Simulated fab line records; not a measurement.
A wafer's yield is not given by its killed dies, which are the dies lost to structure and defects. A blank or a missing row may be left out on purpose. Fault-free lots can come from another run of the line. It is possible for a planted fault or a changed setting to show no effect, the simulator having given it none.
fab line records	flow nandHarc
[record] lots = 24	wafers = 72	lastDay = 33
route steps=1302 shown A_STAIRCASE@842 A_SGD_CUT@890 A_SLIT@924
lots that met no fault: taken from a fault-free run of the same line
startH: hours from the record's first day to the start of the lot's first wafer shown	waitH: hours elapsed since this lot's preceding step	" as in the row above	L1.1+2: one row covering several wafers at once	- no value present, or no start provided	* or withheld: withheld	< > ~ a bound
route shown NAME@n: NAME is a module with steps in the file, n the number in the route of the first one	usual: mean/standard deviation of fault-free wafers	same: alike in all rows	chamber/n: place in a boat	sites: the reading at each site	_std_site: standard deviation across them	_edge_site: the outer-site mean with the inner-site mean subtracted	radiusMm: how far each site lies from the wafer's centre	mask NAME#n: copy n	behind: tool/chamber where the wafer was last shaped	hold: why the lot went on hold/how many hours it stayed there/how the hold came to an end	device: transistor that didn't switch, given as n, p or np	end of line: the tests these same wafers got at the end of their route	a step without rows: its recipe alone	killed: dies that structure and defects cost at the first sort, which is not the same as the wafer's yield	map: the dies of a wafer, with x for killed, . for not killed, _ for no die there
set.NAME: the setting the step ran with; set.NAME@STEP: the setting that earlier step ran with	model.NAME: the simulator's own value behind a step, which no gauge read
the route's steps for a sample of lots (tables are steps, rows are wafers)
services: the hour from which a tool's chamber was out of use, counted from the record's first day as startH (under 0 if before that day), plus the number of hours and why
[[steps]]
[step NHARC_A_STAIRCASE_ETCHBACK_416]
[recipe] targetDepthA = 360	timeS = 7.2	c4f8FlowSccm = withheld	o2FlowSccm = 8	arFlowSccm = withheld	rfW = 600	biasW = 800	chemistry = C4F8/O2/Ar
[usual] oesProductAu = 0.935/0.025	rfVppV = 722/3.4
[same] timeS = 7.2
lot.wafer	tool	chamber	startH	waitH	oesProductAu	rfHoursCounterH	rfVppV
L074.3	rieDiel-12	0	-	-	0.939	36	720
L074.5	"	2	"	"	0.937	-	723
L074.6	"	3	"	"	0.917	-	719
L075.1	rieDiel-05	0	-	-	0.898	58	721
L075.5	"	1	"	"	0.941	-	716
L075.6	"	2	"	"	0.951	-	723
L076.1	rieDiel-05	0	-	-	0.913	59	722
L076.3	"	1	"	"	0.946	57	718
L076.6	"	0	"	"	0.907	-	721
L078.4	rieDiel-04	0	-	-	0.937	13	724
L078.2	"	1	"	"	0.914	14	726
L078.6	"	1	"	"	0.911	-	726
L077.2	rieDiel-04	0	-	-	0.939	13	725
L077.4	"	1	"	"	0.918	14	726
L077.6	"	2	"	"	0.934	-	728
L079.1	rieDiel-04	3	-	-	0.934	26	721
L079.2	"	0	"	"	0.933	23	722
L079.6	"	2	"	"	0.922	-	728
L081.4	rieDiel-04	1	-	-	0.935	25	726
L081.5	"	0	"	"	0.941	-	723
L081.6	"	1	"	"	0.927	-	726
L080.2	rieDiel-12	0	-	-	1.003	1	718
L080.3	"	2	"	"	0.990	1	724
L080.5	"	0	"	"	1.008	-	718
L082.4	rieDiel-05	0	-	-	0.911	19	721
L082.2	"	1	"	"	0.944	17	716
L082.6	"	1	"	"	0.933	-	716
L084.2	rieDiel-04	3	-	-	0.932	40	720
L084.3	"	2	"	"	0.930	37	728
L084.6	"	3	"	"	0.925	-	721
L083.2	rieDiel-12	3	-	-	0.902	9	718
L083.4	"	0	"	"	0.931	9	719
L083.1	"	2	"	"	0.912	10	723
L085.3	rieDiel-04	1	-	-	0.925	34	726
L085.1	"	2	"	"	0.931	38	728
L085.6	"	0	"	"	0.932	-	724
L086.1	rieDiel-12	1	-	-	0.945	17	723
L086.6	"	0	"	"	0.938	-	719
L086.5	"	1	"	"	0.949	-	723
L087.1	rieDiel-04	3	-	-	0.925	45	721
L087.4	"	0	"	"	0.931	40	724
L087.3	"	2	"	"	0.930	42	729
L089.1	rieDiel-12	0	-	-	0.932	21	718
L089.3	"	2	"	"	0.907	21	722
L089.2	"	3	"	"	0.908	20	718
L088.4	rieDiel-04	2	-	-	0.928	46	728
L088.3	"	0	"	"	0.930	46	724
L088.6	"	3	"	"	0.946	-	721
L090.1	rieDiel-04	2	-	-	0.951	4	726
L090.2	"	3	"	"	0.933	4	721
L090.5	"	2	"	"	0.948	-	728
L091.2	rieDiel-04	3	-	-	0.933	4	723
L091.3	"	0	"	"	0.944	5	724
L091.1	"	1	"	"	0.922	4	726
L093.1	rieDiel-12	1	577.48	2.6	0.940	43	722
L093.3	"	3	"	"	0.900	34	717
L093.5	"	3	"	"	0.904	-	716
L092.2	rieDiel-05	0	-	-	0.908	55	719
L092.4	"	2	"	"	0.930	61	721
L092.6	"	0	"	"	0.898	-	719
L094.3	rieDiel-04	2	-	-	0.950	13	728
L094.4	"	1	"	"	0.934	13	726
L094.5	"	2	"	"	0.946	-	728
L095.2	rieDiel-05	3	-	-	0.991	1	719
L095.3	"	1	"	"	1.001	2	716
L095.6	"	3	"	"	0.999	-	720
L096.2	rieDiel-04	0	-	-	0.942	22	722
L096.1	"	1	"	"	0.923	22	724
L096.4	"	2	"	"	0.950	19	728
L097.4	rieDiel-05	1	-	-	0.933	8	715
L097.6	"	2	"	"	0.929	-	720
L097.5	"	3	"	"	0.913	-	719
[step NHARC_A_STAIRCASE_DEP_151]
[recipe] targetThkA = 72000	tempC = 400	targetThkNm = 7200	teosFlowSccm = 200	rfW = 500	material = SiO2
[usual] heaterPowerW = 673/90
lot.wafer	tool	chamber	startH	waitH	heaterPowerW
L074.3	pecvd-04	2	395.08	0.6	671
L074.6	"	0	"	"	590
L074.5	"	1	"	"	507
L075.1	pecvd-03	1	404.37	0.5	817
L075.6	"	1	"	"	660
L075.5	"	2	"	"	539
L076.3	pecvd-03	0	415.46	0.5	779
L076.1	"	1	"	"	666
L076.6	"	1	"	"	665
L077.2	pecvd-04	1	426.91	0.4	601
L077.6	"	2	"	"	578
L077.4	"	0	"	"	597
L078.2	pecvd-01	1	426.91	0.4	742
L078.6	"	1	"	"	644
L078.4	"	2	"	"	659
L079.2	pecvd-01	1	450.71	0.5	781
L079.1	"	2	"	"	754
L079.6	"	0	"	"	683
L081.4	pecvd-01	0	467.49	0.7	666
L081.5	"	1	"	"	636
L081.6	"	2	"	"	656
L080.3	pecvd-04	2	471.40	0.4	660
L080.2	"	1	"	"	649
L080.5	"	1	"	"	552
L082.2	pecvd-01	0	479.58	0.4	805
L082.6	"	0	"	"	678
L082.4	"	2	"	"	668
L084.2	pecvd-03	1	498.88	0.4	815
L084.3	"	2	"	"	669
L084.6	"	0	"	"	719
L083.1	pecvd-04	2	498.93	0.4	716
L083.2	"	1	"	"	579
L083.4	"	0	"	"	609
L085.3	pecvd-04	1	505.58	0.5	682
L085.1	"	2	"	"	638
L085.6	"	1	"	"	539
L086.1	pecvd-03	0	515.20	0.5	771
L086.6	"	0	"	"	704
L086.5	"	1	"	"	670
L087.3	pecvd-01	0	520.78	0.4	846
L087.1	"	2	"	"	828
L087.4	"	2	"	"	644
L089.3	pecvd-04	0	538.13	0.4	734
L089.2	"	1	"	"	665
L089.1	"	2	"	"	713
L088.3	pecvd-03	0	538.23	0.5	847
L088.4	"	2	"	"	521
L088.6	"	1	"	"	672
L091.2	pecvd-03	1	565.14	0.4	730
L091.1	"	2	"	"	610
L091.3	"	0	"	"	862
L090.1	pecvd-04	2	565.14	0.4	662
L090.2	"	1	"	"	677
L090.5	"	0	"	"	611
L093.3	pecvd-04	0	589.64	0.4	750
L093.1	"	2	"	"	644
L093.5	"	2	"	"	588
L092.2	pecvd-01	0	589.64	0.4	752
L092.6	"	1	"	"	696
L092.4	"	2	"	"	659
L094.3	pecvd-03	1	596.25	0.6	749
L094.4	"	2	"	"	510
L094.5	"	1	"	"	630
L095.2	pecvd-03	0	611.56	0.5	822
L095.3	"	1	"	"	758
L095.6	"	0	"	"	730
L096.1	pecvd-01	1	614.53	0.4	716
L096.2	"	0	"	"	801
L096.4	"	1	"	"	707
L097.5	pecvd-03	0	625.74	0.7	715
L097.4	"	1	"	"	646
L097.6	"	2	"	"	511
[step NHARC_A_SGD_CUT_DEP_00]
[recipe] targetThkA = 500	tempC = 400	targetThkNm = 50	flowSccm = 200	rfW = 450	material = SiNx
[usual] heaterPowerW = 728/95
lot.wafer	tool	chamber	startH	waitH	heaterPowerW
L074.3	pecvd-02	0	429.02	0.1	563
L074.6	"	1	"	"	816
L074.5	"	2	"	"	747
L075.1	pecvd-01	1	439.44	0.1	819
L075.5	"	1	"	"	662
L075.6	"	0	"	"	864
L076.3	pecvd-02	1	448.32	0.1	774
L076.1	"	2	"	"	773
L076.6	"	1	"	"	757
L078.2	pecvd-01	0	458.99	0.1	734
L078.4	"	0	"	"	727
L078.6	"	2	"	"	732
L077.2	pecvd-02	2	460.13	0.1	832
L077.6	"	2	"	"	852
L077.4	"	0	"	"	591
L079.1	pecvd-02	0	484.46	0.1	545
L079.2	"	1	"	"	848
L079.6	"	0	"	"	548
L080.3	pecvd-04	1	500.14	0.1	704
L080.2	"	2	"	"	669
L080.5	"	0	"	"	681
L081.6	pecvd-04	2	501.25	0.2	651
L081.5	"	0	"	"	778
L081.4	"	1	"	"	640
L082.2	pecvd-01	2	515.77	0.1	748
L082.4	"	2	"	"	737
L082.6	"	0	"	"	767
L084.2	pecvd-02	2	535.45	0.1	845
L084.3	"	0	"	"	636
L084.6	"	1	"	"	709
L083.1	pecvd-01	0	535.57	0.1	840
L083.2	"	1	"	"	810
L083.4	"	0	"	"	843
L085.3	pecvd-04	2	535.73	0.1	713
L085.1	"	0	"	"	761
L085.6	"	2	"	"	725
L087.3	pecvd-02	1	547.71	0.1	775
L087.1	"	0	"	"	585
L087.4	"	0	"	"	587
L086.1	pecvd-01	1	547.99	0.1	868
L086.6	"	1	"	"	859
L086.5	"	2	"	"	866
L088.3	pecvd-04	0	570.98	0.1	632
L088.4	"	0	"	"	659
L088.6	"	2	"	"	671
L089.3	pecvd-02	0	571.05	0.1	569
L089.2	"	1	"	"	775
L089.1	"	2	"	"	720
L091.3	pecvd-01	1	596.67	0.1	850
L091.2	"	2	"	"	854
L091.1	"	0	"	"	771
L090.1	pecvd-04	2	597.82	0.1	606
L090.2	"	0	"	"	664
L090.5	"	1	"	"	584
L094.3	pecvd-01	0	626.37	0.1	863
L094.5	"	0	"	"	845
L094.4	"	1	"	"	900
L093.1	pecvd-02	1	626.61	0.1	684
L093.3	"	2	"	"	670
L093.5	"	0	"	"	586
L092.2	pecvd-02	1	627.37	0.1	760
L092.4	"	1	"	"	744
L092.6	"	0	"	"	595
L095.3	pecvd-02	0	642.97	0.1	552
L095.2	"	1	"	"	689
L095.6	"	1	"	"	688
L096.1	pecvd-01	2	643.14	0.1	724
L096.2	"	0	"	"	771
L096.4	"	1	"	"	830
L097.5	pecvd-02	2	658.09	0.2	831
L097.4	"	0	"	"	541
L097.6	"	1	"	"	753
[step NHARC_A_SGD_CUT_ETCH_59]
[recipe] targetDepthA = 2600	overEtchFrac = 0.25	timeS = 406.25	ionEnergyEv = 200	n2FlowSccm = 150	h2FlowSccm = 150	arFlowSccm = 0	rfW = 400	biasW = 150	chemistry = N2/H2
[usual] drypumpMotorCurrentA = 5.6/0.36	oesProductAu = 0.996/0.012	rfVppV = 430.5/2.8	showerheadPlenumPTorr = 2.04/0.096	throttleValvePct = 14.172/0.0089
[same] timeS = 406.25
lot.wafer	tool	chamber	startH	waitH	drypumpMotorCurrentA	oesProductAu	rfHoursCounterH	rfVppV	showerheadPlenumPTorr	throttleValvePct
L074.3	rieDiel-09	3	-	-	5.7	0.971	5	433.3	2.20	14.176
L074.5	"	1	"	"	5.9	1.005	-	433.3	2.13	14.179
L074.6	"	2	"	"	5.2	1.002	-	435.1	2.19	14.181
L075.1	rieDiel-03	0	-	-	5.8	0.993	13	427.1	1.93	14.161
L075.6	"	3	"	"	6.1	0.994	-	427.8	1.92	14.166
L075.5	"	0	"	"	5.7	0.995	-	426.6	1.93	14.174
L076.1	rieDiel-11	2	-	-	5.8	0.996	1	428.6	2.01	14.181
L076.3	"	1	"	"	5.2	1.019	1	429.1	2.03	14.173
L076.6	"	2	"	"	5.8	1.002	-	431.5	2.01	14.194
L078.4	rieDiel-09	0	-	-	5.3	0.987	7	431.3	2.06	14.181
L078.2	"	1	"	"	5.9	1.020	7	433.0	2.12	14.178
L078.6	"	0	"	"	5.3	0.994	-	429.2	2.06	14.161
L077.2	rieDiel-11	1	-	-	5.2	1.000	2	429.9	2.03	14.167
L077.4	"	2	"	"	5.8	0.980	2	429.7	2.01	14.164
L077.6	"	3	"	"	6.2	0.988	-	430.2	2.09	14.161
L079.1	rieDiel-03	2	-	-	5.0	0.991	1	429.3	1.99	14.165
L079.2	"	0	"	"	5.8	0.985	2	427.1	1.93	14.175
L079.6	"	1	"	"	5.7	0.993	-	431.4	2.12	14.162
L080.3	rieDiel-03	3	-	-	6.1	0.983	3	426.0	1.92	14.179
L080.2	"	2	"	"	5.0	0.992	3	427.4	1.99	14.192
L080.5	"	3	"	"	6.1	0.988	-	426.3	1.91	14.166
L081.4	rieDiel-11	3	-	-	6.3	0.987	3	431.4	2.09	14.175
L081.6	"	0	"	"	5.4	1.000	-	427.0	1.91	14.175
L081.5	"	1	"	"	5.2	1.007	-	429.4	2.03	14.165
L082.2	rieDiel-09	1	-	-	5.9	1.003	0	433.1	2.12	14.179
L082.4	"	2	"	"	5.2	0.997	0	435.5	2.19	14.188
L082.6	"	3	"	"	5.7	0.997	-	435.0	2.20	14.177
L084.3	rieDiel-09	2	-	-	5.2	0.998	1	436.2	2.19	14.179
L084.2	"	3	"	"	5.7	0.996	1	433.8	2.20	14.175
L084.6	"	1	"	"	5.9	1.003	-	432.7	2.12	14.167
L083.1	rieDiel-11	2	-	-	5.8	1.001	6	430.1	2.01	14.183
L083.4	"	3	"	"	6.2	0.995	5	432.8	2.08	14.190
L083.2	"	0	"	"	5.4	0.998	5	427.2	1.91	14.192
L085.3	rieDiel-03	0	-	-	5.7	0.989	5	427.1	1.93	14.164
L085.1	"	1	"	"	5.8	0.998	6	432.1	2.12	14.169
L085.6	"	2	"	"	5.0	0.982	-	429.3	1.98	14.175
L087.4	rieDiel-09	0	-	-	5.3	0.988	3	432.3	2.05	14.174
L087.1	"	1	"	"	5.9	0.999	2	434.5	2.12	14.187
L087.3	"	2	"	"	5.2	1.002	2	434.5	2.19	14.174
L086.1	rieDiel-11	2	-	-	5.8	0.997	7	430.4	2.01	14.170
L086.6	"	1	"	"	5.2	1.000	-	429.3	2.03	14.159
L086.5	"	2	"	"	5.7	1.006	-	429.8	2.01	14.175
L088.4	rieDiel-03	1	-	-	5.7	1.006	10	432.5	2.11	14.172
L088.3	"	3	"	"	6.1	0.980	10	427.1	1.91	14.155
L088.6	"	1	"	"	5.8	1.000	-	431.8	2.11	14.161
L089.1	rieDiel-11	1	-	-	5.2	1.004	9	430.3	2.03	14.174
L089.3	"	3	"	"	6.3	0.999	7	430.6	2.08	14.174
L089.2	"	0	"	"	5.4	0.990	7	426.0	1.91	14.162
L091.1	rieDiel-09	1	-	-	5.9	1.005	4	431.3	2.12	14.170
L091.3	"	2	"	"	5.2	1.002	4	435.3	2.19	14.169
L091.2	"	3	"	"	5.7	0.993	4	435.2	2.20	14.176
L090.2	rieDiel-03	0	-	-	5.7	0.986	10	428.2	1.93	14.177
L090.1	"	1	"	"	5.8	0.999	11	433.8	2.11	14.167
L090.5	"	3	"	"	6.1	0.982	-	425.9	1.91	14.166
L094.4	rieDiel-11	0	-	-	5.4	1.011	0	427.8	1.91	14.158
L094.3	"	2	"	"	5.8	1.021	0	429.1	2.01	14.186
L094.5	"	0	"	"	5.4	1.010	-	426.2	1.91	14.164
L093.3	rieDiel-09	3	-	-	5.7	0.980	6	433.8	2.19	14.176
L093.1	"	0	"	"	5.3	0.980	6	431.2	2.05	14.166
L093.5	"	2	"	"	5.2	1.008	-	434.0	2.19	14.175
L092.4	rieDiel-11	2	-	-	5.8	1.005	0	429.6	2.00	14.177
L092.2	"	0	"	"	5.4	1.001	1	426.8	1.91	14.176
L092.6	"	2	"	"	5.7	1.012	-	430.0	2.00	14.180
L095.2	rieDiel-11	2	-	-	5.8	1.008	1	429.1	2.00	14.173
L095.3	"	3	"	"	6.2	0.990	1	432.1	2.08	14.159
L095.6	"	0	"	"	5.4	1.005	-	425.7	1.91	14.178
L096.1	rieDiel-09	3	-	-	5.7	0.977	7	433.7	2.19	14.170
L096.2	"	0	"	"	5.3	0.980	7	430.2	2.05	14.167
L096.4	"	1	"	"	5.9	0.995	7	433.7	2.12	14.169
L097.4	rieDiel-11	0	-	-	5.4	1.010	3	426.4	1.91	14.170
L097.5	"	1	"	"	5.2	1.001	-	430.4	2.03	14.167
L097.6	"	2	"	"	5.8	1.012	-	429.8	2.00	14.178
[step NHARC_A_SGD_CUT_ETCH_16]
[recipe] targetDepthA = 3105	timeS = 155.2	c4f8FlowSccm = withheld	o2FlowSccm = 8	arFlowSccm = withheld	rfW = 600	biasW = 800	chemistry = C4F8/O2/Ar
[usual] oesProductAu = 0.970/0.014	rfVppV = 723/4.4
[same] timeS = 155.2
lot.wafer	tool	chamber	startH	waitH	oesProductAu	rfHoursCounterH	rfVppV
L074.3	rieDiel-09	3	-	-	0.941	5	731
L074.6	"	0	"	"	0.967	-	724
L074.5	"	1	"	"	0.980	-	727
L075.1	rieDiel-03	1	-	-	0.941	13	728
L075.6	"	3	"	"	0.944	-	718
L075.5	"	0	"	"	0.948	-	719
L076.1	rieDiel-11	1	-	-	0.987	1	722
L076.3	"	0	"	"	0.994	1	718
L076.6	"	0	"	"	0.994	-	717
L078.4	rieDiel-09	3	-	-	0.975	7	730
L078.2	"	1	"	"	0.974	7	727
L078.6	"	3	"	"	0.974	-	731
L077.2	rieDiel-11	0	-	-	0.988	2	718
L077.4	"	1	"	"	0.974	2	723
L077.6	"	1	"	"	0.975	-	723
L079.1	rieDiel-03	3	-	-	0.958	2	719
L079.2	"	1	"	"	0.968	2	727
L079.6	"	3	"	"	0.962	-	717
L080.2	rieDiel-03	0	-	-	0.965	3	718
L080.3	"	1	"	"	0.967	3	727
L080.5	"	0	"	"	0.967	-	719
L081.4	rieDiel-11	0	-	-	0.966	3	716
L081.6	"	1	"	"	0.974	-	722
L081.5	"	2	"	"	0.978	-	723
L082.4	rieDiel-09	3	-	-	0.966	1	730
L082.2	"	0	"	"	0.947	1	725
L082.6	"	1	"	"	0.977	-	728
L084.3	rieDiel-09	1	-	-	0.971	1	727
L084.2	"	3	"	"	0.959	2	731
L084.6	"	0	"	"	0.962	-	724
L083.1	rieDiel-11	1	-	-	0.978	6	723
L083.2	"	2	"	"	0.976	6	721
L083.4	"	3	"	"	0.970	5	724
L085.1	rieDiel-03	3	-	-	0.941	7	717
L085.3	"	0	"	"	0.956	6	718
L085.6	"	0	"	"	0.958	-	718
L087.1	rieDiel-09	3	-	-	0.971	2	730
L087.4	"	0	"	"	0.967	3	725
L087.3	"	1	"	"	0.974	2	727
L086.1	rieDiel-11	0	-	-	0.978	6	720
L086.6	"	2	"	"	0.970	-	720
L086.5	"	3	"	"	0.954	-	725
L088.4	rieDiel-03	3	-	-	0.959	10	718
L088.3	"	0	"	"	0.970	9	719
L088.6	"	1	"	"	0.987	-	726
L089.1	rieDiel-11	0	-	-	0.972	8	717
L089.3	"	1	"	"	0.967	9	723
L089.2	"	3	"	"	0.974	7	724
L091.3	rieDiel-09	0	-	-	0.970	5	724
L091.1	"	1	"	"	0.978	4	726
L091.2	"	2	"	"	0.979	4	730
L090.1	rieDiel-03	1	-	-	0.985	11	726
L090.2	"	2	"	"	0.956	12	722
L090.5	"	0	"	"	0.962	-	719
L094.4	rieDiel-11	3	-	-	0.957	0	726
L094.3	"	0	"	"	0.970	0	716
L094.5	"	2	"	"	1.005	-	721
L093.3	rieDiel-09	1	-	-	0.968	6	727
L093.1	"	2	"	"	0.994	6	731
L093.5	"	1	"	"	0.967	-	726
L092.4	rieDiel-11	1	-	-	0.982	1	722
L092.2	"	3	"	"	0.960	1	724
L092.6	"	0	"	"	0.975	-	717
L095.3	rieDiel-11	2	-	-	0.980	1	721
L095.2	"	3	"	"	0.970	1	724
L095.6	"	2	"	"	0.981	-	721
L096.2	rieDiel-09	1	-	-	0.985	7	727
L096.1	"	2	"	"	0.987	7	730
L096.4	"	3	"	"	0.961	7	730
L097.4	rieDiel-11	3	-	-	0.974	2	726
L097.6	"	0	"	"	0.982	-	717
L097.5	"	1	"	"	0.977	-	721
[step NHARC_A_SLIT_DEP_23]
[recipe] targetThkA = 1000	targetThkNm = 100	tempC = 400	pressureTorr = 3.5	flowSccm = 200	rfW = 350	material = SiON
[usual] chamberPressureTorr = 3.500/0.0078	heaterPowerW = 793/96	showerheadVppV = 1156/52
lot.wafer	tool	chamber	startH	waitH	chamberPressureTorr	heaterPowerW	showerheadVppV
L074.3	pecvd-03	1	443.27	1.9	3.507	767	1185
L074.5	"	1	"	"	3.505	787	1226
L074.6	"	2	"	"	3.506	675	1239
L075.1	pecvd-03	0	453.30	3.1	3.507	942	1173
L075.6	"	0	"	"	3.510	893	1167
L075.5	"	1	"	"	3.504	876	1217
L076.3	pecvd-02	1	462.09	1.9	3.494	819	1115
L076.1	"	2	"	"	3.480	921	1116
L076.6	"	1	"	"	3.492	791	1110
L077.2	pecvd-03	0	470.92	2.6	3.506	809	1177
L077.4	"	0	"	"	3.504	814	1174
L077.6	"	1	"	"	3.497	842	1212
L078.2	pecvd-02	0	470.98	2.6	3.503	636	1107
L078.6	"	0	"	"	3.499	646	1120
L078.4	"	2	"	"	3.498	850	1114
L079.1	pecvd-03	1	497.86	3.2	3.500	849	1189
L079.2	"	2	"	"	3.506	673	1213
L079.6	"	0	"	"	3.509	886	1154
L081.5	pecvd-01	1	513.10	0.7	3.494	880	1202
L081.4	"	2	"	"	3.486	724	1257
L081.6	"	0	"	"	3.499	874	1141
L080.2	pecvd-01	2	514.81	2.6	3.510	834	1244
L080.3	"	0	"	"	3.502	848	1110
L080.5	"	1	"	"	3.506	914	1202
L082.2	pecvd-01	0	527.55	2.6	3.490	880	1097
L082.6	"	1	"	"	3.493	939	1195
L082.4	"	0	"	"	3.506	741	1104
L084.2	pecvd-02	2	547.03	2.6	3.500	816	1124
L084.3	"	1	"	"	3.502	847	1111
L084.6	"	0	"	"	3.504	633	1125
L083.2	pecvd-02	1	547.23	2.7	3.490	817	1140
L083.1	"	2	"	"	3.500	918	1117
L083.4	"	0	"	"	3.500	669	1123
L085.3	pecvd-01	0	549.05	1.9	3.507	880	1104
L085.1	"	1	"	"	3.515	885	1201
L085.6	"	1	"	"	3.508	907	1223
L087.3	pecvd-01	1	562.98	1.9	3.500	812	1193
L087.1	"	0	"	"	3.493	879	1101
L087.4	"	1	"	"	3.493	826	1202
L086.1	pecvd-02	1	563.71	3.2	3.485	785	1108
L086.5	"	2	"	"	3.514	875	1117
L086.6	"	0	"	"	3.490	589	1110
L089.2	pecvd-01	2	582.83	2.5	3.492	848	1231
L089.3	"	0	"	"	3.494	875	1097
L089.1	"	1	"	"	3.493	847	1173
L088.3	pecvd-02	0	583.02	1.9	3.503	560	1098
L088.4	"	0	"	"	3.502	591	1117
L088.6	"	1	"	"	3.493	858	1124
L090.1	pecvd-02	0	608.33	3.2	3.494	625	1105
L090.2	"	2	"	"	3.504	771	1117
L090.5	"	0	"	"	3.490	625	1127
L091.2	pecvd-01	1	609.72	2.5	3.497	866	1205
L091.1	"	2	"	"	3.488	825	1224
L091.3	"	0	"	"	3.513	867	1103
L093.1	pecvd-02	2	638.51	3.1	3.503	753	1122
L093.3	"	0	"	"	3.489	554	1116
L093.5	"	0	"	"	3.495	570	1119
L092.2	pecvd-03	0	638.93	2.6	3.510	817	1166
L092.4	"	1	"	"	3.505	818	1210
L092.6	"	2	"	"	3.512	655	1222
L094.3	pecvd-02	2	641.08	1.9	3.508	845	1119
L094.5	"	0	"	"	3.507	599	1108
L094.4	"	2	"	"	3.500	836	1095
L095.3	pecvd-01	0	655.06	1.9	3.496	893	1108
L095.2	"	2	"	"	3.506	751	1238
L095.6	"	0	"	"	3.484	888	1100
L096.1	pecvd-01	0	655.23	3.3	3.498	877	1103
L096.2	"	2	"	"	3.509	817	1258
L096.4	"	2	"	"	3.516	821	1235
L097.4	pecvd-02	0	670.83	1.4	3.499	663	1111
L097.6	"	1	"	"	3.494	799	1121
L097.5	"	2	"	"	3.478	735	1096
[[services]]
tool	chamber	startH	hours	kind
pecvd-03	-	366.74	13.0	pm
rieDiel-09	0	377.78	2.6	repair
rieDiel-03	0	402.70	2.8	repair
pecvd-02	-	408.29	13.0	pm
rieDiel-11	3	429.69	20.6	repair
pecvd-01	0	430.96	3.2	repair
rieDiel-11	-	432.56	9.0	pm
pecvd-04	-	450.37	13.0	pm
pecvd-01	-	468.72	4.3	repair
rieDiel-11	0	471.97	3.4	repair
pecvd-01	-	492.40	13.0	pm
rieDiel-09	-	497.13	9.0	pm
pecvd-03	-	547.74	13.0	pm
rieDiel-11	3	552.48	1.9	repair
rieDiel-11	2	567.52	9.8	repair
pecvd-03	-	581.13	2.8	repair
rieDiel-11	2	585.89	5.8	repair
pecvd-02	-	589.29	13.0	pm
rieDiel-09	0	598.93	6.7	repair
rieDiel-11	-	609.56	9.0	pm
pecvd-04	-	631.37	13.0	pm
pecvd-03	0	645.23	3.7	repair
rieDiel-11	3	651.71	1.2	repair
pecvd-03	2	660.51	11.5	repair
[[key]]
fault none
